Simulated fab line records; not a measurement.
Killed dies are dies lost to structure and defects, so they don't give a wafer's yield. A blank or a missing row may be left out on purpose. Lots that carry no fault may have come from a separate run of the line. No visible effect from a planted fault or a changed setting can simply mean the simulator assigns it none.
Problem report in the 8D (eight disciplines) form, filled by code | flow n5Finfet | the parts of the form that need people (team, actions taken, sign-off) are left out

== 1. THE PROBLEM ==
Mean CJ_N at N5_BEOL_M4_RC_MEAS_101: 4.78 over 6 wafers in 2 lots; fault-free wafers: 4.36, standard deviation 0.063. Relative to the usual mean, that is a shift of +6.7 standard deviations.
First seen on wafer L852.2, day 12 02:23, on prober-02. At this step, 30 wafers from 10 lots have a number in the record. By rule, "out" or "out of limits" means more than 4 standard deviations away from the usual mean. The other wafers with a number count as sound.

== 2. WHAT IT IS, AND WHAT IT ISN'T ==
question                    | is                     | is not
which readings at this step | CJ_N                   | DIBL_N, DIBL_P, IOFF_N, IOFF_P, ION_N, ION_P, SS_N, SS_P
which lots                  | L852, L854             | L839, L840, L841, L842, L844, L845, L847, L860
which wafers of those lots  | all that have a number | -
read on which gauges        | prober-02              | prober-01
when                        | from day 12 02:23      | up to then (21 sound wafers); but 3 sound wafers of L860 came after

== 3. THE SUSPECTS, EACH WITH WHAT RULES IT OUT ==
Counting: any tool at a process step up to the reading is kept as a suspect provided that every lot that is out went through it and no sound lot did after the first of them.
- the gauge at N5_BEOL_M4_RC_MEAS_101: ruled out. All the wafers that are out were read on prober-02, but those of them that N5_WELL_APT_IMPLANT_32 has rows for are out there too, on other tools.
- implanter-01 at N5_WELL_APT_IMPLANT_32: kept. All lots that are out passed through it, beginning with L852 at day 5 03:28, and no sound lot followed; its final sound lot before that point was L842 at day 2 16:29. Its own readings are out on those wafers: doseIonsCm2, faradayCurrentUA.
- rtpAnneal-01 at N5_WELL_APT_RTA_34 (time 10 s): kept. All lots that are out passed through it, beginning with L852 at day 5 03:56, and no sound lot followed; its final sound lot before that point was L845 at day 3 10:42.
What counting leaves: implanter-01 at N5_WELL_APT_IMPLANT_32 and rtpAnneal-01 at N5_WELL_APT_RTA_34.

== 4. THE CAUSE (what the simulator had put in) ==
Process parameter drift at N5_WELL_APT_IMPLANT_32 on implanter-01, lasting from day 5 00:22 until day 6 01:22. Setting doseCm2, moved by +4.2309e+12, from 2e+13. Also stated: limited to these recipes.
Of the 2 suspects that counting leaves, this tool is one.

== 5. THE EFFECT CHAIN, in route order ==
Rows list readings where the struck wafers' mean (over those with a number) sits beyond 3 standard deviations from the usual. Only readings for which the record gives a usual standard deviation are gone through. hours: the time from each lot's start at the first step in this table that gives one to its start at this step, as a median over the lots. sigmas: the change in usual standard deviations.
hours | step                   | reading          | usual      | on struck wafers | change      | sigmas
0     | N5_WELL_APT_IMPLANT_32 | doseIonsCm2      | 2.0003e+13 | 2.4244e+13       | +4.2412e+12 | +99 or more
0     | N5_WELL_APT_IMPLANT_32 | faradayCurrentUA | 254        | 305              | +51         | +10
162   | N5_BEOL_M4_RC_MEAS_101 | CJ_N             | 4.36       | 4.78             | +0.42       | +6.7
Its process steps:
- N5_WELL_APT_IMPLANT_32

== 6. WHAT WOULD HAVE CAUGHT IT SOONER ==
The first out-of-limits reading at a measuring or inspecting step in this record came at day 12 02:23, 170 hours after the fault's start at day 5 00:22.
Tool's own readings at N5_WELL_APT_IMPLANT_32, doseIonsCm2, faradayCurrentUA: out on all struck wafers the step has rows for; an alarm limit on them would have tripped on the first.
All the lots that are out (2) had begun N5_WELL_APT_IMPLANT_32 on implanter-01 by day 12 02:23. A hold on the tool at that time would have spared none of them.
